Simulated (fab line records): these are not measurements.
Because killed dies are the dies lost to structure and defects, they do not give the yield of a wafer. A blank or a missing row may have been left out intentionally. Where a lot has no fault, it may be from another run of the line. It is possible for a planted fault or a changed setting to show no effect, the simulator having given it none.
Comparing a struck lot with a sound one | flow nand_harc | 14 out of 1302 route steps
Sound: wafers L816.1, L816.4, L816.5. Struck: wafer L820.4 (left out: L820.2, L820.5 of the same lot, which were not struck); the cause appears at the end.
Each step with rows lists, per side, the tool, then ch with its chambers, then its first start. Under that, the readings that differ: sound wafers | struck wafers | difference of the means | sigmas: that difference in standard deviations of wafers without a fault.
alike: a reading whose means differ by less than 2 such deviations, as well as words and numbers matching on both sides. not compared: withheld readings; readings where some wafer has no value; bounds like >300 that might hide an equal value; numbers whose values overlap and for which the record gives no deviation.
Wherever a step has rows on one side only, a row that says differs or no value, or a row with sigmas, the two part there. Non-overlapping numbers with no deviation appear without sigmas and do not part them. A reading missing from all wafers of one side parts the sides only when that side holds two or more wafers.

first, 4 steps without rows for these wafers: NHARC_P_M1_EBR_05; NHARC_P_M1_EXPOSE_06 (exposes mask P M1, target cd 130 nm); NHARC_P_M1_PEB_07 (peb time 65 s); NHARC_P_M1_DEVELOP_08 (develop time 35 s).
NHARC_P_M1_CD_MEAS_09 targets a cd of 130 nm.
  sound on cd_sem-01 ch 0, day 8 18:28; struck on cd_sem-01 ch 0, day 9 19:42
  alike: cd_nm
NHARC_P_M1_OVL_MEAS_10: pitch 260 nm.
  sound on overlay-01, day 8 18:33; struck on overlay-01, day 9 19:47
  alike: overlay_x_nm, overlay_y_nm
NHARC_P_M1_INSPECT_11:
  sound on defect_inspect-01, day 8 18:35; struck on defect_inspect-02, day 9 19:49
  alike: raw_defect_count
NHARC_P_M1_DESCUM_14: chemistry O2, time 3 s.
  sound on rie_diel-12 ch 1,2,3, day 8 18:40; struck on rie_diel-12 ch 2, day 9 19:53
  alike: drypump_motor_current_A, o2_flow_sccm, oes_product_au, rf_vpp_V, showerhead_plenum_p_Torr, throttle_valve_pct
  not compared: rf_hours_counter_h
NHARC_P_M1_ETCH_35: etches the open film in N2/H2, target depth 40 nm, overetch 12 nm, time 43.94 s.
  sound on rie_diel-12 ch 1,2,3, day 8 18:44; struck on rie_diel-12 ch 3, day 9 19:58
  alike: drypump_motor_current_A, n2_flow_sccm, oes_product_au, rf_vpp_V, run_length_s, showerhead_plenum_p_Torr, throttle_valve_pct
  not compared: rf_hours_counter_h
NHARC_P_M1_ETCH_15: etches the open film in C4F8/Ar, target depth 182.5 nm, time 91.2 s.
  sound: rie_diel-12 ch 1,3; struck: rie_diel-12 ch 1
  alike: oes_product_au, rf_vpp_V, run_length_s
  not compared: rf_hours_counter_h
NHARC_P_M1_CD_MEAS_16:
  sound on cd_sem-03, day 8 18:58; struck on cd_sem-03, day 9 20:11
  alike: cd_nm
NHARC_P_M1_STRIP_18: strips in N2/H2.
  sound on rie_diel-01 ch 1,2, day 8 19:02; struck on rie_diel-09 ch 0, day 9 20:16
  reading                     | sound             | struck | difference | sigmas
  drypump_motor_current_A (A) | 5.2 6.4 5.2       | 6.8    | +1.2       | +2
  oes_product_au (a.u.)       | 0.997 0.990 0.987 | 1.011  | +0.020     | +2
  alike: n2_flow_sccm, rf_vpp_V, showerhead_plenum_p_Torr, throttle_valve_pct
  not compared: rf_hours_counter_h
NHARC_P_M1_ETCH_28: etches the open film in CF4/N2, target depth 30 nm, time 72.99 s.
  sound on rie_diel-01 ch 0,1, day 8 19:16; struck on rie_diel-09 ch 0, day 9 20:30
  reading                | sound                | struck | difference | sigmas
  run_length_s (s)       | 94.3 94.5 94.7       | 71.5   | -23.0      | -53
  throttle_valve_pct (%) | 19.801 19.799 19.778 | 19.769 | -0.024     | -2
  alike: cf4_flow_sccm, drypump_motor_current_A, n2_flow_sccm, oes_product_au, rf_vpp_V, showerhead_plenum_p_Torr
  not compared: rf_hours_counter_h
then, 1 step without rows for these wafers: NHARC_P_M1_STRIP_19 (strips in post etch residue remover, time 600 s).

## WHERE THEY PART
First at NHARC_P_M1_STRIP_18; last, within this record, at NHARC_P_M1_ETCH_28.

WHY: whatever the simulator had introduced
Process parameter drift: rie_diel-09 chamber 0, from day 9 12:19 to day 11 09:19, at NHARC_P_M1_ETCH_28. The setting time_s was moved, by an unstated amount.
